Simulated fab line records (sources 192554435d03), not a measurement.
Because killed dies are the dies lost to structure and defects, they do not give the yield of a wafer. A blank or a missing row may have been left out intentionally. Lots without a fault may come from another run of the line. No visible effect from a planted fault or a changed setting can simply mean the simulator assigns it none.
Split-lot experiment :: flow n5_finfet :: route with 1938 steps; 7 lots, 39 wafers read

## THE SPLIT ITSELF
At N5_BEOL_M1_CVD_47 (deposits Co from CCTBA/H2, target thk 3 nm, time 223.8 s), the setting target_thk_a was moved away from the recipe's 30 angstrom on 9 of the 39 wafers read, by -56.1% to +44.9%. All remaining wafers had this setting at the recipe value.

## FROM THE SPLIT TO THE READING: what the file shows between them, 4 steps
- N5_BEOL_M1_SPUTTER_48: material Cu, target thk 4.5 nm, time 8.29 s
- N5_BEOL_M1_ANNEAL_49: time 240 s
- N5_BEOL_M1_ECD_50: material Cu, target thk 300 nm
- N5_BEOL_M1_ANNEAL_51: time 90 s

## THE READING
barrier_field_endpoint_s, in s, at N5_BEOL_M1_CMP_52 (polishes, stops on SiOC, t overpolish 6.8 s, target thk 40 nm). Typical for fault-free wafers on this fab line: 24.6 s, with standard deviation 0.53 s.

wafer: L077.3
tool, chamber at the split: cvd_co-01, 2,2,1
target_thk_a as run, angstrom: 16.86
against the recipe: -43.8%
barrier_field_endpoint_s, s: 22.8
against lot-mates on the recipe: -1.7

wafer: L077.4
tool, chamber at the split: cvd_co-01, 2,2,1
target_thk_a as run, angstrom: 16.86
against the recipe: -43.8%
barrier_field_endpoint_s, s: 23.4
against lot-mates on the recipe: -1.1

wafer: L077.2
tool, chamber at the split: cvd_co-01, 1
target_thk_a as run, angstrom: 30
against the recipe: recipe
barrier_field_endpoint_s, s: 24.6
against lot-mates on the recipe: -

wafer: L077.1
tool, chamber at the split: cvd_co-01, 0
target_thk_a as run, angstrom: 30
against the recipe: recipe
barrier_field_endpoint_s, s: 24.4
against lot-mates on the recipe: -

wafer: L077.6
tool, chamber at the split: cvd_co-01, 2,2,1
target_thk_a as run, angstrom: 16.86
against the recipe: -43.8%
barrier_field_endpoint_s, s: 23.0
against lot-mates on the recipe: -1.5

wafer: L077.5
tool, chamber at the split: cvd_co-01, 0
target_thk_a as run, angstrom: 30
against the recipe: recipe
barrier_field_endpoint_s, s: 24.6
against lot-mates on the recipe: -

wafer: L081.1
tool, chamber at the split: cvd_co-02, 1
target_thk_a as run, angstrom: 30
against the recipe: recipe
barrier_field_endpoint_s, s: 24.5
against lot-mates on the recipe: -

wafer: L081.3
tool, chamber at the split: cvd_co-02, 0,2
target_thk_a as run, angstrom: 43.46
against the recipe: +44.9%
barrier_field_endpoint_s, s: 25.9
against lot-mates on the recipe: +1.3

wafer: L081.4
tool, chamber at the split: cvd_co-02, 0
target_thk_a as run, angstrom: 30
against the recipe: recipe
barrier_field_endpoint_s, s: 24.6
against lot-mates on the recipe: -

wafer: L081.2
tool, chamber at the split: cvd_co-02, 2
target_thk_a as run, angstrom: 43.46
against the recipe: +44.9%
barrier_field_endpoint_s, s: 25.6
against lot-mates on the recipe: +1.0

wafer: L081.5
tool, chamber at the split: cvd_co-02, 0,2
target_thk_a as run, angstrom: 43.46
against the recipe: +44.9%
barrier_field_endpoint_s, s: 25.9
against lot-mates on the recipe: +1.3

wafer: L081.6
tool, chamber at the split: cvd_co-02, 1
target_thk_a as run, angstrom: 30
against the recipe: recipe
barrier_field_endpoint_s, s: 24.7
against lot-mates on the recipe: -

wafer: L088.3
tool, chamber at the split: cvd_co-02, 0,1,0,1
target_thk_a as run, angstrom: 30
against the recipe: recipe
barrier_field_endpoint_s, s: 24.8
against lot-mates on the recipe: -

wafer: L088.1
tool, chamber at the split: cvd_co-02, 0,1,0,1
target_thk_a as run, angstrom: 30
against the recipe: recipe
barrier_field_endpoint_s, s: 24.8
against lot-mates on the recipe: -

wafer: L088.2
tool, chamber at the split: cvd_co-02, 2
target_thk_a as run, angstrom: 30
against the recipe: recipe
barrier_field_endpoint_s, s: 25.9
against lot-mates on the recipe: -

wafer: L088.4
tool, chamber at the split: cvd_co-02, 0,1,0,1
target_thk_a as run, angstrom: 30
against the recipe: recipe
barrier_field_endpoint_s, s: 24.8
against lot-mates on the recipe: -

wafer: L088.6
tool, chamber at the split: cvd_co-02, 2
target_thk_a as run, angstrom: 30
against the recipe: recipe
barrier_field_endpoint_s, s: 26.0
against lot-mates on the recipe: -

wafer: L088.5
tool, chamber at the split: cvd_co-02, 0,1,0,1
target_thk_a as run, angstrom: 30
against the recipe: recipe
barrier_field_endpoint_s, s: 25.1
against lot-mates on the recipe: -

wafer: L090.3
tool, chamber at the split: cvd_co-01, 0,2,1
target_thk_a as run, angstrom: 30
against the recipe: recipe
barrier_field_endpoint_s, s: 25.6
against lot-mates on the recipe: -

wafer: L090.1
tool, chamber at the split: cvd_co-01, 0,2,1
target_thk_a as run, angstrom: 30
against the recipe: recipe
barrier_field_endpoint_s, s: 25.5
against lot-mates on the recipe: -

wafer: L090.6
tool, chamber at the split: cvd_co-01, 0,2,1
target_thk_a as run, angstrom: 30
against the recipe: recipe
barrier_field_endpoint_s, s: 25.4
against lot-mates on the recipe: -

wafer: L091.3
tool, chamber at the split: cvd_co-01, 2,0
target_thk_a as run, angstrom: 13.17
against the recipe: -56.1%
barrier_field_endpoint_s, s: 23.1
against lot-mates on the recipe: -2.2

wafer: L091.1
tool, chamber at the split: cvd_co-01, 1
target_thk_a as run, angstrom: 30
against the recipe: recipe
barrier_field_endpoint_s, s: 24.8
against lot-mates on the recipe: -

wafer: L091.4
tool, chamber at the split: cvd_co-01, 0,1
target_thk_a as run, angstrom: 30
against the recipe: recipe
barrier_field_endpoint_s, s: 25.4
against lot-mates on the recipe: -

wafer: L091.2
tool, chamber at the split: cvd_co-01, 2,0
target_thk_a as run, angstrom: 13.17
against the recipe: -56.1%
barrier_field_endpoint_s, s: 22.6
against lot-mates on the recipe: -2.7

wafer: L091.6
tool, chamber at the split: cvd_co-01, 0,1
target_thk_a as run, angstrom: 30
against the recipe: recipe
barrier_field_endpoint_s, s: 25.7
against lot-mates on the recipe: -

wafer: L091.5
tool, chamber at the split: cvd_co-01, 2
target_thk_a as run, angstrom: 13.17
against the recipe: -56.1%
barrier_field_endpoint_s, s: 23.9
against lot-mates on the recipe: -1.4

wafer: L094.2
tool, chamber at the split: cvd_co-02, 0,2,1,2,1,0
target_thk_a as run, angstrom: 30
against the recipe: recipe
barrier_field_endpoint_s, s: 25.0
against lot-mates on the recipe: -

wafer: L094.4
tool, chamber at the split: cvd_co-02, 0,2,1,2,1,0
target_thk_a as run, angstrom: 30
against the recipe: recipe
barrier_field_endpoint_s, s: 24.5
against lot-mates on the recipe: -

wafer: L094.3
tool, chamber at the split: cvd_co-02, 0,2,1,2,1,0
target_thk_a as run, angstrom: 30
against the recipe: recipe
barrier_field_endpoint_s, s: 24.4
against lot-mates on the recipe: -

wafer: L094.1
tool, chamber at the split: cvd_co-02, 0,2,1,2,1,0
target_thk_a as run, angstrom: 30
against the recipe: recipe
barrier_field_endpoint_s, s: 24.6
against lot-mates on the recipe: -

wafer: L094.6
tool, chamber at the split: cvd_co-02, 0,2,1,2,1,0
target_thk_a as run, angstrom: 30
against the recipe: recipe
barrier_field_endpoint_s, s: 24.8
against lot-mates on the recipe: -

wafer: L094.5
tool, chamber at the split: cvd_co-02, 0,2,1,2,1,0
target_thk_a as run, angstrom: 30
against the recipe: recipe
barrier_field_endpoint_s, s: 25.2
against lot-mates on the recipe: -

wafer: L097.3
tool, chamber at the split: cvd_co-02, 1
target_thk_a as run, angstrom: 30
against the recipe: recipe
barrier_field_endpoint_s, s: 24.2
against lot-mates on the recipe: -

wafer: L097.4
tool, chamber at the split: cvd_co-02, 0,2,1,0,2
target_thk_a as run, angstrom: 30
against the recipe: recipe
barrier_field_endpoint_s, s: 24.4
against lot-mates on the recipe: -

wafer: L097.2
tool, chamber at the split: cvd_co-02, 0,2,1,0,2
target_thk_a as run, angstrom: 30
against the recipe: recipe
barrier_field_endpoint_s, s: 24.7
against lot-mates on the recipe: -

wafer: L097.1
tool, chamber at the split: cvd_co-02, 0,2,1,0,2
target_thk_a as run, angstrom: 30
against the recipe: recipe
barrier_field_endpoint_s, s: 25.2
against lot-mates on the recipe: -

wafer: L097.5
tool, chamber at the split: cvd_co-02, 0,2,1,0,2
target_thk_a as run, angstrom: 30
against the recipe: recipe
barrier_field_endpoint_s, s: 25.0
against lot-mates on the recipe: -

wafer: L097.6
tool, chamber at the split: cvd_co-02, 0,2,1,0,2
target_thk_a as run, angstrom: 30
against the recipe: recipe
barrier_field_endpoint_s, s: 24.7
against lot-mates on the recipe: -
When a row names more than one chamber, that row covers several wafers, and the file does not tell which wafer ran in which chamber.

FIT RESULTS
A straight line over all 39 wafers: barrier_field_endpoint_s changes by +0.0301 s for each +1% of target_thk_a; r = +0.82; the points scatter about the line by 0.49 s.
The same after taking each lot's own level away (the mean of its wafers on the recipe; 39 wafers): +0.033 s for each +1%; r = +0.91; scatter 0.36 s.
The reading moves by 1.9 s for the largest change in target_thk_a, on that fit.
The lots' own levels span 24.53 to 25.50 s, that is 1.8 times the standard deviation above.
The two slopes are in agreement: the lot-to-lot level therefore moves the slope only a little.
Check: for one of the wafers moved furthest among these (-56.1%), held out of the fit, the line's prediction against its lot-mates is -1.84 s. Against them it came out at -2.2 s.

## THE WHOLE CHAIN: every reading that the file lists as answering this split, in the file's order
step: N5_BEOL_M1_CVD_47
what it does: deposits Co from CCTBA/H2, target thk 3 nm, time 223.8 s
reading: Co_of_BEOL_M1_CVD_47.thk_nm (the simulator's own value, which no gauge read)
change (the file's fit): +0.0291 nm for each +1% of the setting
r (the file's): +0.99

step: N5_BEOL_M1_CMP_52
what it does: polishes, stops on SiOC, t overpolish 6.8 s, target thk 40 nm
reading: barrier_field_endpoint_s
change (the file's fit): +0.0339 s for each +1% of the setting
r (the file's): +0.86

## THE FILE'S OWN FIT
barrier_field_endpoint_s changes by +0.0339 s for each +1% of target_thk_a, r = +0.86.
